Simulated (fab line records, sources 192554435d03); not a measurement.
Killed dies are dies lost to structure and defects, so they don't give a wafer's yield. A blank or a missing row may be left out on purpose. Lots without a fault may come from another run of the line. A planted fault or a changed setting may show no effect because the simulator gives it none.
Split-lot experiment | flow n5_finfet | 7 lots, 21 wafers read, on a route of 1938 steps

THE SPLIT
At N5_BEOL_M12_SPUTTER_44 (material Ta, target thk 10 nm, time 16.13 s), the setting time_s was moved away from the recipe's 16.13 s on 11 of the 21 wafers read, by -14.8% to +14.4%. The other wafers ran this setting at the recipe's value.

The reading is taken at the split's own step.

THE READING
Ta_of_BEOL_M12_SPUTTER_44.thk_nm (the simulator's own value, which no gauge read), in nm, at N5_BEOL_M12_SPUTTER_44 (material Ta, target thk 10 nm, time 16.13 s). The file gives no usual value for it. The 10 wafers here that ran the recipe average 10.0 nm, standard deviation 0.17 nm.

wafer  | tool, chamber at the split | time_s as run, s | against the recipe | Ta_of_BEOL_M12_SPUTTER_44.thk_nm, nm | against lot-mates on the recipe
L077.1 | pvd_sputter-01, -          | 16.13            | recipe             | 10.2                                 | -
L077.2 | pvd_sputter-01, -          | 17.5             | +8.5%              | 10.8                                 | +0.6
L077.5 | pvd_sputter-01, -          | 17.5             | +8.5%              | 10.8                                 | +0.6
L078.1 | pvd_sputter-02, -          | 16.13            | recipe             | 9.8                                  | -
L078.6 | pvd_sputter-02, -          | 16.13            | recipe             | 9.8                                  | -
L078.5 | pvd_sputter-02, -          | 18.3             | +13.5%             | 11.6                                 | +1.8
L081.3 | pvd_sputter-02, -          | 16.13            | recipe             | 10                                   | -
L081.5 | pvd_sputter-02, -          | 16.13            | recipe             | 10                                   | -
L081.4 | pvd_sputter-02, -          | 16.13            | recipe             | 10.4                                 | -
L083.1 | pvd_sputter-01, -          | 14.58            | -9.6%              | 8.8                                  | -1.2
L083.3 | pvd_sputter-01, -          | 14.58            | -9.6%              | 9.2                                  | -0.8
L083.4 | pvd_sputter-01, -          | 16.13            | recipe             | 10                                   | -
L087.2 | pvd_sputter-03, -          | 14.2             | -12.0%             | 8.8                                  | no lot-mate on the recipe
L087.3 | pvd_sputter-03, -          | 14.2             | -12.0%             | 8.8                                  | no lot-mate on the recipe
L087.4 | pvd_sputter-03, -          | 14.2             | -12.0%             | 8.8                                  | no lot-mate on the recipe
L091.3 | pvd_sputter-03, -          | 16.13            | recipe             | 10.2                                 | -
L091.4 | pvd_sputter-03, -          | 13.75            | -14.8%             | 8.8                                  | -1.4
L091.6 | pvd_sputter-03, -          | 13.75            | -14.8%             | 8.8                                  | -1.4
L096.2 | pvd_sputter-02, -          | 16.13            | recipe             | 10                                   | -
L096.3 | pvd_sputter-02, -          | 16.13            | recipe             | 10                                   | -
L096.5 | pvd_sputter-02, -          | 18.45            | +14.4%             | 11.4                                 | +1.4

THE FIT
A straight line over all 21 wafers: Ta_of_BEOL_M12_SPUTTER_44.thk_nm changes by +0.0978 nm for each +1% of time_s; r = +0.98; the points scatter about the line by 0.17 nm.
The same after taking each lot's own level away (the mean of its wafers on the recipe; 18 wafers): +0.0999 nm for each +1%; r = +0.98; scatter 0.18 nm.
On that fit, the largest move of time_s shifts the reading by 1.5 nm.
The lots' own levels span 9.80 to 10.20 nm, that is 2.3 times the standard deviation above.
So the lot-to-lot level changes the slope little: the two slopes agree.
Check: with one of the wafers moved furthest among these (-14.8%) left out of the fit, the line predicts -1.5 nm for it against its lot-mates. It came out at -1.4 nm against them.

OTHER SPLITS ON THESE WAFERS
These wafers also went through other splits before the reading. Each is held against what the fit with the lots' levels taken away leaves over:
other split on the same wafers | wafers away from the commonest value | r with Ta_of_BEOL_M12_SPUTTER_44.thk_nm (lot level and that fit taken away)
N5_BEOL_M7_ILD_DEP_00 time_s   | 7                                    | -0.08
N5_BEOL_M7_EXPOSE_08 dose_mj   | 4                                    | -0.08
N5_BEOL_M8_PECVD_70 time_s     | 7                                    | -0.05
N5_BEOL_M8_EXPOSE_08 dose_mj   | 9                                    | -0.47
N5_BEOL_M8_ETCH_65 source_w    | 4                                    | +0.00
N5_BEOL_M12_ILD_DEP_00 time_s  | 4                                    | -0.18

THE FILE'S OWN FIT
Ta_of_BEOL_M12_SPUTTER_44.thk_nm changes by +0.104 nm for each +1% of time_s, r = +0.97.
